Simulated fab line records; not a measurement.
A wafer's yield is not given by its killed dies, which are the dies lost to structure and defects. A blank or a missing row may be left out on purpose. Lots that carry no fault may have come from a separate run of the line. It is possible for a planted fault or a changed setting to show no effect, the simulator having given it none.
fab line records | flow n5Finfet
record: lots: 11 | wafers: 31 | lastDay: 17
route steps=1938 shown BEOL_M11@1588 BEOL_M12@1605
lots that met no fault: from a run of the same line without faults
startH: hours from the record's first day to the start of the lot's first wafer shown | waitH: hours from the lot's prior step to this one | " the same as in the row above | L1.1+2: several wafers, shown together as one row | - no value, or no start given | * or withheld: withheld | < > ~ a bound
route shown NAME@n: names a module that has steps shown in the file, with the first one's number in the route | usual: the fault-free wafers' mean and standard deviation | same: alike in all rows | chamber/n: place in a boat | sites: the reading at each site | _std_site: the values' standard deviation | _edge_site: the outer-site mean with the inner-site mean subtracted | radiusMm: how far each site lies from the wafer's centre | mask NAME#n: copy n | behind: the tool/chamber that last shaped the wafer | hold: the reason the lot was held/the length of the hold in hours/how it ended | device: transistor that didn't switch, given as n, p or np | end of line: tests of these same wafers at the route's end | step lacking rows: just its recipe | killed: at the first sort, the dies lost to defects and structure; wafer yield is something else | map: shows each die of a wafer: x if killed, . if not, _ if none is there
set.NAME: the run value of the setting; set.NAME@STEP: its run value at that earlier step | model.NAME: the simulator's own value behind a step, which no gauge read
the route's steps for a sample of lots (tables are steps, rows are wafers)
services: when a tool's chamber went out of use (startH, in hours from the record's first day, below 0 if earlier), for how many hours, and the reason
== steps ==
step: N5_BEOL_M11_DEGAS_44
recipe: ambient: vacuum | tempC: 250 | timeS: 60
usual: heaterPowerW: 330/28
lot.wafer | tool          | chamber | startH | waitH | heaterPowerW
L134.2    | pvdSputter-01 | -       | 230.80 | 2.4   | 283
L134.3    | "             | -       | "      | "     | 340
L134.4    | "             | -       | "      | "     | 362
L135.1    | pvdSputter-03 | -       | 237.04 | 0.3   | 347
L135.3    | "             | -       | "      | "     | 327
L135.4    | "             | -       | "      | "     | 257
L137.1    | pvdSputter-02 | -       | 244.82 | 0.3   | 359
L137.2    | "             | -       | "      | "     | 332
L137.4    | "             | -       | "      | "     | 315
L138.2    | pvdSputter-01 | -       | 256.86 | 0.9   | 287
L138.3    | "             | -       | "      | "     | 361
L138.5    | "             | -       | "      | "     | 335
L141.1    | pvdSputter-02 | -       | 273.88 | 0.3   | 334
L141.4    | "             | -       | "      | "     | 347
L141.6    | "             | -       | "      | "     | 322
L144.5    | pvdSputter-01 | -       | 286.05 | 0.1   | 352
L144.6    | "             | -       | "      | "     | 274
L145.1    | pvdSputter-03 | -       | 307.77 | 0.5   | 255
L145.3    | "             | -       | "      | "     | 355
L145.4    | "             | -       | "      | "     | 319
L153.1    | pvdSputter-02 | -       | 337.65 | 0.7   | 336
L153.2    | "             | -       | "      | "     | 319
L153.6    | "             | -       | "      | "     | 345
L150.1    | pvdSputter-01 | -       | 347.10 | 0.8   | 363
L150.4    | "             | -       | "      | "     | 282
L150.5    | "             | -       | "      | "     | 351
L154.1    | pvdSputter-02 | -       | 360.88 | 0.3   | 333
L154.5    | "             | -       | "      | "     | 321
L155.1    | pvdSputter-02 | -       | 371.28 | 0.7   | 336
L155.2    | "             | -       | "      | "     | 360
L155.6    | "             | -       | "      | "     | 324
step: N5_BEOL_M11_DEP_56
recipe: material: SiCN | targetThkA: 300 | tempC: withheld | precursor: 3MS/NH3 | pressureTorr: 3 | rfW: 675 | timeS: 10.5
usual: chamberPressureTorr: 2.999/0.0068 | showerheadPlenumPTorr: 4.157/0.022 | throttleValvePct: 18.4/0.79
lot.wafer | tool     | chamber | startH | waitH | chamberPressureTorr | showerheadPlenumPTorr | throttleValvePct
L134.2    | pecvd-04 | 2       | 232.45 | 0.0   | 2.997               | 4.150                 | 18.2
L134.3    | "        | 0       | "      | "     | 2.997               | 4.165                 | 17.8
L134.4    | "        | 1       | "      | "     | 3.001               | 4.147                 | 18.7
L135.1    | pecvd-01 | 1       | 238.76 | 0.0   | 3.003               | 4.150                 | 18.4
L135.3    | "        | 0       | "      | "     | 3.003               | 4.220                 | 20.9
L135.4    | "        | 1       | "      | "     | 3.008               | 4.149                 | 18.2
L137.1    | pecvd-01 | 2       | 247.31 | 0.0   | 2.991               | 4.172                 | 19.1
L137.2    | "        | 0       | "      | "     | 3.003               | 4.225                 | 20.7
L137.4    | "        | 1       | "      | "     | 2.999               | 4.158                 | 18.3
L138.2    | pecvd-04 | 2       | 259.36 | 0.0   | 2.999               | 4.172                 | 18.0
L138.3    | "        | 0       | "      | "     | 2.991               | 4.171                 | 17.9
L138.5    | "        | 2       | "      | "     | 2.993               | 4.150                 | 18.6
L141.1    | pecvd-02 | 2       | 276.96 | 0.0   | 3.010               | 4.124                 | 17.8
L141.4    | "        | 0       | "      | "     | 3.008               | 4.154                 | 18.1
L141.6    | "        | 1       | "      | "     | 3.001               | 4.156                 | 18.3
L144.5    | pecvd-04 | 2       | 287.77 | 0.0   | 3.006               | 4.151                 | 18.6
L144.6    | "        | 0       | "      | "     | 3.007               | 4.167                 | 18.0
L145.1    | pecvd-04 | 1       | 309.56 | 0.0   | 2.999               | 4.144                 | 18.4
L145.3    | "        | 0       | "      | "     | 3.006               | 4.172                 | 17.8
L145.4    | "        | 2       | "      | "     | 3.011               | 4.160                 | 18.6
L153.1    | pecvd-04 | 0       | 339.30 | 0.0   | 3.003               | 4.167                 | 17.8
L153.2    | "        | 1       | "      | "     | 3.014               | 4.135                 | 18.5
L153.6    | "        | 1       | "      | "     | 3.012               | 4.143                 | 18.3
L150.1    | pecvd-04 | 2       | 348.81 | 0.0   | 2.992               | 4.151                 | 18.2
L150.4    | "        | 0       | "      | "     | 2.987               | 4.160                 | 17.8
L150.5    | "        | 2       | "      | "     | 3.002               | 4.163                 | 18.7
L154.1    | pecvd-02 | 0       | 362.59 | 0.0   | 2.998               | 4.158                 | 18.1
L154.5    | "        | 0       | "      | "     | 3.000               | 4.150                 | 17.7
L155.1    | pecvd-02 | 0       | 373.05 | 0.0   | 2.998               | 4.152                 | 18.0
L155.2    | "        | 2       | "      | "     | 2.999               | 4.119                 | 17.9
L155.6    | "        | 0       | "      | "     | 3.003               | 4.157                 | 17.8
step: N5_BEOL_M11_INSPECT_58
recipe: inspectInstrument: darkfield | mode: postDep
usual: rawDefectCount: 66/23
lot.wafer | tool             | chamber | startH | waitH | rawDefectCount
L134.2    | defectInspect-01 | -       | 232.54 | 0.0   | 84
L134.3    | "                | -       | "      | "     | 52
L134.4    | "                | -       | "      | "     | 82
L135.1    | defectInspect-01 | -       | 238.84 | 0.0   | 74
L135.3    | "                | -       | "      | "     | 63
L135.4    | "                | -       | "      | "     | 66
L137.1    | defectInspect-01 | -       | 247.40 | 0.0   | 57
L137.2    | "                | -       | "      | "     | 56
L137.4    | "                | -       | "      | "     | 54
L138.2    | defectInspect-02 | -       | 259.45 | 0.0   | 81
L138.3    | "                | -       | "      | "     | 41
L138.5    | "                | -       | "      | "     | 95
L141.1    | defectInspect-01 | -       | 277.05 | 0.0   | 72
L141.4    | "                | -       | "      | "     | 80
L141.6    | "                | -       | "      | "     | 56
L144.5    | defectInspect-01 | -       | 287.85 | 0.0   | 69
L144.6    | "                | -       | "      | "     | 45
L145.1    | defectInspect-02 | -       | 309.65 | 0.0   | 45
L145.3    | "                | -       | "      | "     | 48
L145.4    | "                | -       | "      | "     | 44
L153.1    | defectInspect-02 | -       | 339.39 | 0.0   | 20
L153.2    | "                | -       | "      | "     | 36
L153.6    | "                | -       | "      | "     | 62
L150.1    | defectInspect-01 | -       | 348.90 | 0.0   | 76
L150.4    | "                | -       | "      | "     | 60
L150.5    | "                | -       | "      | "     | 70
L154.1    | defectInspect-01 | -       | 362.68 | 0.0   | 40
L154.5    | "                | -       | "      | "     | 45
L155.1    | defectInspect-01 | -       | 373.13 | 0.0   | 30
L155.2    | "                | -       | "      | "     | 62
L155.6    | "                | -       | "      | "     | 31
step: N5_BEOL_M12_COAT_04
recipe: spinRpm: 1625 | resistThkNm: 400
usual: spinSpeedRpm: 1625.0/1.1
lot.wafer | tool          | chamber | startH | waitH | spinSpeedRpm
L134.2    | lithoTrack-03 | 0       | 232.79 | -     | 1625.0
L134.3    | "             | 0       | "      | "     | 1624.7
L134.4    | "             | 0       | "      | "     | 1626.5
L135.1    | lithoTrack-02 | 0       | 239.05 | -     | 1626.8
L135.3    | "             | 0       | "      | "     | 1625.5
L135.4    | "             | 0       | "      | "     | 1627.5
L137.1    | lithoTrack-02 | 0       | 247.60 | -     | 1623.4
L137.2    | "             | 0       | "      | "     | 1624.7
L137.4    | "             | 0       | "      | "     | 1623.9
L138.2    | lithoTrack-02 | 0       | 259.65 | -     | 1625.5
L138.3    | "             | 0       | "      | "     | 1624.7
L138.5    | "             | 0       | "      | "     | 1624.1
L141.1    | lithoTrack-04 | 0       | 277.30 | -     | 1623.7
L141.4    | "             | 0       | "      | "     | 1625.3
L141.6    | "             | 0       | "      | "     | 1625.4
L144.5    | lithoTrack-02 | 0       | 288.05 | -     | 1624.2
L144.6    | "             | 0       | "      | "     | 1624.6
L145.1    | lithoTrack-03 | 0       | 309.90 | -     | 1623.1
L145.3    | "             | 0       | "      | "     | 1625.1
L145.4    | "             | 0       | "      | "     | 1624.6
L153.1    | lithoTrack-04 | 0       | 339.59 | -     | 1626.4
L153.2    | "             | 0       | "      | "     | 1625.1
L153.6    | "             | 0       | "      | "     | 1623.5
L150.1    | lithoTrack-03 | 0       | 349.10 | -     | 1562.4
L150.4    | "             | 0       | "      | "     | 1564.3
L150.5    | "             | 0       | "      | "     | 1564.8
L154.1    | lithoTrack-04 | 0       | 362.88 | -     | 1625.7
L154.5    | "             | 0       | "      | "     | 1625.8
L155.1    | lithoTrack-02 | 0       | 373.34 | -     | 1624.5
L155.2    | "             | 0       | "      | "     | 1624.1
L155.6    | "             | 0       | "      | "     | 1624.9
step: N5_BEOL_M12_STRIP_63
recipe: chemistry: N2/H2 | powerW: 1000 | tempC: 250 | h2Frac: 0.65 | overashFraction: 0.3 | pressureMtorr: 1000 | n2FlowSccm: 1750 | h2FlowSccm: 3250
usual: drypumpMotorCurrentA: 5.5/0.49 | heaterPowerW: 308/11 | oesProductAu: 0.693/0.0048 | stripTimeToEndpointS: 42.3/0.88
lot.wafer | tool           | chamber | startH | waitH | drypumpMotorCurrentA | heaterPowerW | oesProductAu | rfHoursCounterH | stripTimeToEndpointS
L134.2    | plasmaAsher-02 | 0       | 233.44 | -     | 6.4                  | 301          | 0.696        | 121             | 41.7
L134.3    | "              | 1       | "      | "     | 5.5                  | 302          | 0.698        | -               | 41.3
L134.4    | "              | 0       | "      | "     | 6.4                  | 307          | 0.691        | -               | 40.4
L135.1    | plasmaAsher-02 | 1       | 239.87 | -     | 5.5                  | 303          | 0.694        | 121             | 43.2
L135.3    | "              | 0       | "      | "     | 6.3                  | 302          | 0.695        | -               | 43.2
L135.4    | "              | 1       | "      | "     | 5.5                  | 299          | 0.696        | -               | 42.5
L137.1    | plasmaAsher-01 | 1       | 248.37 | -     | 5.6                  | 300          | 0.691        | 72              | 42.5
L137.2    | "              | 0       | "      | "     | 4.9                  | 323          | 0.691        | 72              | 42.0
L137.4    | "              | 1       | "      | "     | 5.5                  | 303          | 0.691        | -               | 40.9
L138.2    | plasmaAsher-01 | 1       | 260.44 | -     | 5.5                  | 302          | 0.688        | 75              | 42.8
L138.3    | "              | 1       | "      | "     | 5.5                  | 307          | 0.700        | -               | 43.0
L138.5    | "              | 0       | "      | "     | 5.0                  | 316          | 0.689        | -               | 42.2
L141.1    | plasmaAsher-02 | 1       | 278.20 | -     | 5.5                  | 293          | 0.694        | 130             | 43.1
L141.4    | "              | 1       | "      | "     | 5.5                  | 297          | 0.691        | -               | 41.4
L141.6    | "              | 0       | "      | "     | 6.4                  | 305          | 0.688        | -               | 42.1
L144.5    | plasmaAsher-01 | 1       | 288.73 | -     | 5.5                  | 310          | 0.692        | -               | 40.9
L144.6    | "              | 0       | "      | "     | 5.0                  | 325          | 0.689        | -               | 40.9
L145.1    | plasmaAsher-02 | 1       | 310.55 | -     | 5.5                  | 294          | 0.693        | 139             | 43.1
L145.3    | "              | 0       | "      | "     | 6.4                  | 301          | 0.687        | -               | 41.7
L145.4    | "              | 1       | "      | "     | 5.5                  | 290          | 0.688        | -               | 41.7
L153.1    | plasmaAsher-01 | 1       | 340.36 | -     | 5.6                  | 307          | 0.694        | 85              | 41.6
L153.2    | "              | 0       | "      | "     | 5.0                  | 313          | 0.691        | 85              | 42.0
L153.6    | "              | 1       | "      | "     | 5.5                  | 305          | 0.693        | -               | 41.5
L150.1    | plasmaAsher-02 | 1       | 349.74 | -     | 5.5                  | 294          | 0.699        | 149             | 45.0
L150.4    | "              | 1       | "      | "     | 5.5                  | 300          | 0.709        | -               | 44.9
L150.5    | "              | 1       | "      | "     | 5.5                  | 295          | 0.696        | -               | 44.2
L154.1    | plasmaAsher-01 | 0       | 363.63 | -     | 5.0                  | 312          | 0.706        | 90              | 43.2
L154.5    | "              | 1       | "      | "     | 5.6                  | 297          | 0.686        | -               | 41.2
L155.1    | plasmaAsher-01 | 1       | 374.11 | -     | 5.6                  | 297          | 0.690        | 93              | 43.7
L155.2    | "              | 0       | "      | "     | 5.0                  | 328          | 0.702        | 93              | 43.5
L155.6    | "              | 1       | "      | "     | 5.6                  | 317          | 0.690        | -               | 42.2
== services ==
tool           | chamber | startH | hours | kind
pecvd-01       | 2       | 217.11 | 6.5   | repair
pecvd-01       | -       | 252.22 | 2.3   | repair
pecvd-04       | 0       | 271.90 | 10.6  | repair
pecvd-02       | -       | 278.99 | 1.1   | repair
lithoTrack-03  | -       | 279.98 | -     | consumableReplace:filter
plasmaAsher-01 | -       | 295.45 | 15.6  | pm
pecvd-02       | 0       | 297.90 | 5.5   | scheduledDown
plasmaAsher-02 | -       | 311.06 | 2.8   | pm
pecvd-04       | 0       | 320.09 | 16.5  | scheduledDown
pvdSputter-03  | -       | 328.74 | 2.3   | repair
pecvd-02       | 2       | 356.75 | 5.5   | scheduledDown
pvdSputter-01  | -       | 359.72 | 0.6   | repair
pecvd-04       | 1       | 370.49 | 5.5   | scheduledDown
== key ==
firstSign: step: N5_BEOL_M12_COAT_04 | reading: spinSpeedRpm | direction: down | sigmas: 56 | usual: * | struck: *
effect: step: N5_BEOL_M12_STRIP_63 | reading: stripTimeToEndpointS | direction: up | sigmas: 2.8 | usual: * | struck: *
metAt N5_BEOL_M12_COAT_04
struckLots L150
notActingAt N5_BEOL_M11_DEGAS_44,N5_BEOL_M11_DEP_56,N5_BEOL_M11_INSPECT_58
onsetBetween 309.90 349.10
fault: kind: processParameterDrift | tool: lithoTrack-03 | chamber: - | onsetH: 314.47 | steps: N5_BEOL_M12_COAT_04 | channel: spinRpm | offset: * | shape: step | actsIn: * | stated: *
